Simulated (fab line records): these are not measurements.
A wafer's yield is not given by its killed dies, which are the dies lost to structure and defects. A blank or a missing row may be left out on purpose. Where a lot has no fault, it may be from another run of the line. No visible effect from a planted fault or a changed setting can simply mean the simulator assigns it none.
Problem report, 8D (eight disciplines) form, completed by code	flow n5 finfet	the parts of the form that need people (team, actions taken, sign-off) are left out

## 1. PROBLEM STATEMENT
At N5_BEOL_M7_ILD_DEP_00, susceptor temp C averages 296.62 C over 2 wafers from 2 lots, while fault-free wafers read 300.01 C, standard deviation 0.18. Relative to the usual mean, that is a shift of -19 standard deviations.
The step: deposits SiCOH lowk from DEMS/porogen, target thk 179.75 nm, time 33.4 s.
First observed at day 11 10:07: wafer L302.2, on pecvd-04. Wafers with a number at this step in the record: 30, from 11 lots. By rule, "out" or "out of limits" means more than 4 standard deviations away from the usual mean. Any other wafer with a number is counted as sound.

## 2. WHAT IT IS; WHAT IT IS NOT
question	is	is not
which readings at this step	susceptor temp C	heater power outer w, heater power w, showerhead plenum p Torr, throttle valve pct
which lots	L302, L306	L294, L296, L297, L298, L300, L305, L308, L310, L314
which wafers of those lots	L302.2, L306.1	L306.3, L306.6
read on which tools	pecvd-04	pecvd-01, pecvd-02
when	from day 11 10:07	up to then (14 sound wafers); but 14 sound wafers of L305, L306, L308, L310, L314 came after

## 3. THE SUSPECTS, EACH WITH WHAT RULES IT OUT
Counting: any tool at a process step up to the reading remains a suspect provided it ran every lot that is out. Sound lots after the first of them don't rule it out here, since some wafers of a struck lot are sound.
- rtp anneal-02 at N5_BEOL_M6_ANNEAL_51 (time 90 s): kept. Every lot that is out went through it, the first being L302 (day 11 09:23); the last sound lot it ran before that was L298 (day 10 07:41).
- pecvd-04 at N5_BEOL_M7_ILD_DEP_00 (deposits SiCOH lowk from DEMS/porogen, target thk 179.75 nm, time 33.4 s): kept. Every lot that is out went through it, the first being L302 (day 11 10:07); the last sound lot it ran before that was L298 (day 10 08:34). Its own readings are out on those wafers: susceptor temp C.
- Within pecvd-04 at N5_BEOL_M7_ILD_DEP_00: the wafers that are out ran in chamber 1; their sound lot-mates ran in chambers 0, 2.
After counting, rtp anneal-02 at N5_BEOL_M6_ANNEAL_51 and pecvd-04 at N5_BEOL_M7_ILD_DEP_00 remain.

## 4. THE CAUSE (what the simulator had put in)
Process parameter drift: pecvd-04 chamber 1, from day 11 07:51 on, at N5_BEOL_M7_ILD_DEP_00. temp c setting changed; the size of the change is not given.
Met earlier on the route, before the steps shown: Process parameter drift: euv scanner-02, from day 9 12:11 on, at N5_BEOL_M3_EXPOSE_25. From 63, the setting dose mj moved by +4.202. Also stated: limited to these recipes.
After counting, 2 suspects remain, this tool included.

## 5. THE CHAIN OF EFFECTS, in route order
Rows list readings where the struck wafers' mean (over those with a number) sits beyond 3 standard deviations from the usual. Only readings whose record carries a usual standard deviation are examined. hours: median over the lots of the time between each lot's start at the first step of this table that gives one and its start at this step. sigmas: the change, counted in usual standard deviations.
hours	step	reading	usual	on struck wafers	change	sigmas
0	N5_BEOL_M7_ILD_DEP_00	susceptor temp C	300.01 C	296.62	-3.38	-19
Its process steps:
- N5_BEOL_M7_ILD_DEP_00: deposits SiCOH lowk from DEMS/porogen, target thk 179.75 nm, time 33.4 s.

## 6. WHAT WOULD HAVE CAUGHT IT SOONER
The fault began at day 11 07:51; the first out-of-limits reading in this record came at day 11 10:07, 2 hours later.
